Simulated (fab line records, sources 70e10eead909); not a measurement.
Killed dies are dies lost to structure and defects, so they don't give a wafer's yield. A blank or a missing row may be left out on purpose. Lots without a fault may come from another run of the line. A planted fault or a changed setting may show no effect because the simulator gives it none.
One fault seen from 2 desks | flow nand_harc | each desk has only its own numbers; what lay behind them comes last

THE METROLOGY DESK
What the gauges read, lot by lot, whatever tool the lot ran on: means of the sampled wafers that have a number. A lot is out of limits, marked OUT, if its mean lies more than 4 standard deviations from the usual mean; the brackets give that distance.
Columns: A = thk_nm at NHARC_A_ONON_D2_THK_MEAS_34, usual 200.2 nm
lot  | first seen here | A
L197 | day 12 15:37    | 200.8
L198 | day 13 00:38    | 203.7
L199 | day 14 07:01    | 198.3
L202 | day 14 16:54    | 197.5
L203 | day 15 17:23    | 200.5
L212 | day 19 13:40    | 200.1
L214 | day 19 23:32    | 201.4
L213 | day 19 23:42    | 196.6
L215 | day 20 07:30    | 198.3
L216 | day 20 23:00    | 198.0
L218 | day 21 18:55    | 199.7
L217 | day 21 19:11    | 201.4
L219 | day 22 06:51    | 200.8
This desk's finding: nothing out of limits on any of the 13 lots.

THE TOOL OWNER'S DESK: ald_hk-04
The tool's own readings at NHARC_A_CHANNEL_FILL_D2_ALD_25 (deposits SiOx, target thk 60 nm, pulse time 10 s, ald cycles 600): means of the sampled wafers that have a number, for each lot that ran on this tool. A lot is out of limits, marked OUT, if its mean lies more than 4 standard deviations from the usual mean; the brackets give that distance.
Columns: A = heater_power_outer_w at NHARC_A_CHANNEL_FILL_D2_ALD_25, usual 259 W; B = heater_power_w at NHARC_A_CHANNEL_FILL_D2_ALD_25, usual 467 W; C = precursor_pulse_height_rel at NHARC_A_CHANNEL_FILL_D2_ALD_25, usual 1.002
lot  | first seen here | A   | B   | C
L198 | day 15 03:32    | 253 | 468 | 1.014
L202 | day 16 18:08    | 242 | 464 | 1.023
L212 | day 21 14:55    | 226 | 432 | 1.005
L213 | day 22 00:50    | 233 | 451 | 1.000
L218 | day 24 00:35    | 231 | 414 | 1.022
This desk's finding: nothing out of limits on any of the 5 lots.

PUT TOGETHER
The metrology desk saw nothing out of limits.
The tool owner's desk saw nothing out of limits.

WHAT THE SIMULATOR HAD PUT IN
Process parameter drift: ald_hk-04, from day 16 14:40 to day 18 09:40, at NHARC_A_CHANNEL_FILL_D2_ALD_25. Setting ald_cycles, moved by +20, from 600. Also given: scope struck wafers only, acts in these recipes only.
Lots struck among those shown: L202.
